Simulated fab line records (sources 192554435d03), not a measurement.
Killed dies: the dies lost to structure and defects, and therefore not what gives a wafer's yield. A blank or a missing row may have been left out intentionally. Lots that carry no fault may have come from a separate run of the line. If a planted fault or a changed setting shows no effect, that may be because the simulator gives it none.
Lot-split experiment | flow n5-finfet | 7 lots, 21 wafers read, on a route of 1938 steps

== SPLIT DETAILS ==
At N5_BEOL_M6_COAT_22 (resist thk 30 nm), the setting spin-rpm was moved away from the recipe's 1500 rpm on 11 of the 21 wafers read, by -10.7% to +9.1%. For the rest of the wafers, this setting stayed at what the recipe calls for.

The reading is taken at the split's own step.

== THE READING ==
CAR-EUV_of_BEOL_M6_COAT_22.thk-nm (the simulator's own value, which no gauge read), in nm, at N5_BEOL_M6_COAT_22 (resist thk 30 nm). No usual value for it is given in the file. Across the 10 wafers here that went through the recipe, the average is 30.0 nm and the standard deviation 0.11 nm.

wafer  | tool, chamber at the split | spin-rpm as run, rpm | against the recipe | CAR-EUV_of_BEOL_M6_COAT_22.thk-nm, nm | against lot-mates on the recipe
L075.2 | litho-track-02, 0          | 1500                 | recipe             | 30                                    | -
L075.4 | litho-track-02, 0          | 1500                 | recipe             | 30.2                                  | -
L075.6 | litho-track-02, 0          | 1574                 | +4.9%              | 29.4                                  | -0.7
L077.3 | litho-track-05, 0          | 1500                 | recipe             | 30.2                                  | -
L077.5 | litho-track-05, 0          | 1454                 | -3.1%              | 30.6                                  | +0.4
L077.6 | litho-track-05, 0          | 1454                 | -3.1%              | 30.6                                  | +0.4
L079.2 | litho-track-05, 0          | 1444                 | -3.7%              | 30.6                                  | +0.6
L079.6 | litho-track-05, 0          | 1444                 | -3.7%              | 30.6                                  | +0.6
L079.4 | litho-track-05, 0          | 1500                 | recipe             | 30                                    | -
L078.2 | litho-track-03, 0          | 1500                 | recipe             | 30                                    | -
L078.4 | litho-track-03, 0          | 1500                 | recipe             | 30                                    | -
L078.6 | litho-track-03, 0          | 1500                 | recipe             | 29.8                                  | -
L086.1 | litho-track-03, 0          | 1610                 | +7.3%              | 29                                    | -1.0
L086.2 | litho-track-03, 0          | 1610                 | +7.3%              | 28.8                                  | -1.2
L086.6 | litho-track-03, 0          | 1500                 | recipe             | 30                                    | -
L087.2 | litho-track-05, 0          | 1637                 | +9.1%              | 28.8                                  | -1.2
L087.3 | litho-track-05, 0          | 1637                 | +9.1%              | 28.8                                  | -1.2
L087.6 | litho-track-05, 0          | 1500                 | recipe             | 30                                    | -
L089.2 | litho-track-03, 0          | 1340                 | -10.7%             | 31.8                                  | +1.8
L089.5 | litho-track-03, 0          | 1340                 | -10.7%             | 31.8                                  | +1.8
L089.6 | litho-track-03, 0          | 1500                 | recipe             | 30                                    | -

FIT RESULTS
A straight line over all 21 wafers: CAR-EUV_of_BEOL_M6_COAT_22.thk-nm changes by -0.153 nm for each +1% of spin-rpm; r = -0.99; the points scatter about the line by 0.11 nm.
The same after taking each lot's own level away (the mean of its wafers on the recipe; 21 wafers): -0.152 nm for each +1%; r = -0.99; scatter 0.1 nm.
According to that fit, moving spin-rpm by its largest amount changes the reading by 1.6 nm.
The span of the lots' own levels, 29.93 to 30.20 nm, comes to 2.5 times the standard deviation stated above.
The two slopes agree, so the slope changes little with the lot-to-lot level.
Check: for one of the wafers moved furthest among these (-10.7%), held out of the fit, the line's prediction against its lot-mates is +1.61 nm. It came out at +1.8 nm against them.

== THESE WAFERS: OTHER SPLITS ==
Other splits were also applied to these wafers ahead of the reading. Each is held against what the fit with the lots' levels taken away leaves over:
other split on the same wafers | wafers away from the commonest value | r with CAR-EUV_of_BEOL_M6_COAT_22.thk-nm (lot level and that fit taken away)
N5_BEOL_M5_COAT_74 spin-rpm    | 8                                    | -0.06

== THE FILE'S OWN FIT ==
CAR-EUV_of_BEOL_M6_COAT_22.thk-nm changes by -0.151 nm for each +1% of spin-rpm, r = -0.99.
